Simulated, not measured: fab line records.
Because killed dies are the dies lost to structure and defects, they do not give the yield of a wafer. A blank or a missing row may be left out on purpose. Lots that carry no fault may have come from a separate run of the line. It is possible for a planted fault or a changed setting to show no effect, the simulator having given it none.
Comparing a struck lot with a sound one ; flow n5Finfet ; 16 out of 1938 route steps
Sound: the wafers L256.1, L256.3, L256.6. Struck: wafers L270.2, L270.5 (left out: L270.4, a lot-mate that was not struck); the cause follows at the end.
For every step that has rows: the tool of each side, followed by ch and its chambers, followed by its first start. Under that, the readings that differ: sound wafers ; struck wafers ; difference of the means ; sigmas: that difference in standard deviations of wafers without a fault.
alike: readings whose means differ by less than 2 such deviations, and words and numbers that are the same on both sides. not compared: withheld readings, readings that some wafer has no value for, bounds like >300 that may hide the same value, and numbers for which the record gives no deviation and whose values overlap.
A row with sigmas, a row that says differs or no value, or rows on one side alone: a step with any of these is where the two part. Numbers that have no deviation but don't overlap get no sigmas and don't part them. Lack of a reading on every wafer of one side parts them only where that side has two or more wafers.

N5_BEOL_M3_ETCH_41: etches SiCN in CH3F/O2, target depth 29.9 nm, time 52.5 s.
  sound: rieDiel-03 ch 0,1; struck: rieDiel-06 ch 0,1
  alike: drypumpMotorCurrentA, oesProductAu, rfVppV, showerheadPlenumPTorr, throttleValvePct
  not compared: rfHoursCounterH
then, 1 step without rows for these wafers: N5_BEOL_M3_STRIP_97 (strips in N2/H2, time 10 s).
N5_BEOL_M3_OCD_MEAS_38:
  sound: ocd-01 at day 8 00:49; struck: ocd-01 at day 11 05:37
  alike: trenchDepthNm
then, 4 steps without rows for these wafers: N5_BEOL_M3_HM_STRIP_39 (strips TiN in peroxide tin strip, target depth 25 nm, time 158 s); N5_BEOL_M3_SRD_40 (time 30 s); N5_BEOL_M3_PRECLEAN_42 (cleans in residue remover, time 60 s); N5_BEOL_M3_SRD_43 (time 30 s).
N5_BEOL_M3_CD_MEAS_35: target cd 18 nm, target cd y 21 nm.
  sound: cdSem-01 at day 8 00:58; struck: cdSem-03 at day 11 05:52
  alike: cdNm
N5_BEOL_M3_DEGAS_44: time 60 s.
  sound: pvdSputter-01 at day 8 01:10; struck: pvdSputter-03 at day 11 05:55
  alike: heaterPowerW
N5_BEOL_M3_PRE_CLEAN_45: time 30 s.
  sound: pvdSputter-01 at day 8 01:13; struck: pvdSputter-03 at day 11 05:58
  alike: heaterPowerW
then, 1 step without rows for these wafers: N5_BEOL_M3_ALD_84 (deposits TaN, pulse time 2 s, purge time 3 s, co reactant purge time 2 s).
N5_BEOL_M3_SURFACE_TREAT_85:
  sound: pvdSputter-02 at day 8 01:41; struck: pvdSputter-02 at day 11 06:16
  not compared: throttleValvePct
N5_BEOL_M3_CVD_47: deposits Co from CCTBA/H2, target thk 3 nm, time 223.8 s.
  sound on cvdCo-02 ch 0,1,2, day 8 01:58; struck on cvdCo-01 ch 1, day 11 06:20
reading;sound;struck;difference;sigmas
runLengthS (s);246.2 247.3 247.4;329.9 330.4;+83.2;+99 or more
N5_BEOL_M3_SPUTTER_48: material Cu, target thk 4.5 nm, time 8.29 s.
  sound: pvdSputter-03 at day 8 02:29; struck: pvdSputter-02 at day 11 06:45
  alike: substrateTempC, throttleValvePct
N5_BEOL_M4_RC_MEAS_101:
  sound on prober-02 ch 0, day 8 14:02; struck on prober-02 ch 0, day 12 04:51
reading;sound;struck;difference;sigmas
DIBL_N (mV/V);35.4 34.7 35.0;37.9 37.4;+2.6;+2
DIBL_P (mV/V);34.6 33.9 34.1;39.8 40.0;+5.7;+4
IOFF_N (nA/um);0.138 0.127 0.129;0.212 0.206;+0.078;+3
IOFF_P (nA/um);0.187 0.180 0.174;0.239 0.255;+0.067;+2
ION_N (uA/um);670 667 673;690 696;+23;+3
ION_P (uA/um);460 457 462;469 475;+12;+2
SS_N (mV/dec);71.3 71.2 70.6;72.2 72.4;+1.3;+2
SS_P (mV/dec);72.8 72.4 72.8;73.5 74.2;+1.2;+2
VT_N (mV);252.4 254.7 253.5;244.8 245.6;-8.3;-3
  alike: VT_P
following that, these wafers have no rows for 1 step: N5_PASSIVATION_PROBE_49.

WHERE THEY PART
Earliest at N5_BEOL_M3_CVD_47; latest, in this record, at N5_BEOL_M4_RC_MEAS_101.

WHY: what had been put in by the simulator
cvdCo-01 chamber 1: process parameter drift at N5_BEOL_M3_CVD_47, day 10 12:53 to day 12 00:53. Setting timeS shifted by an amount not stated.
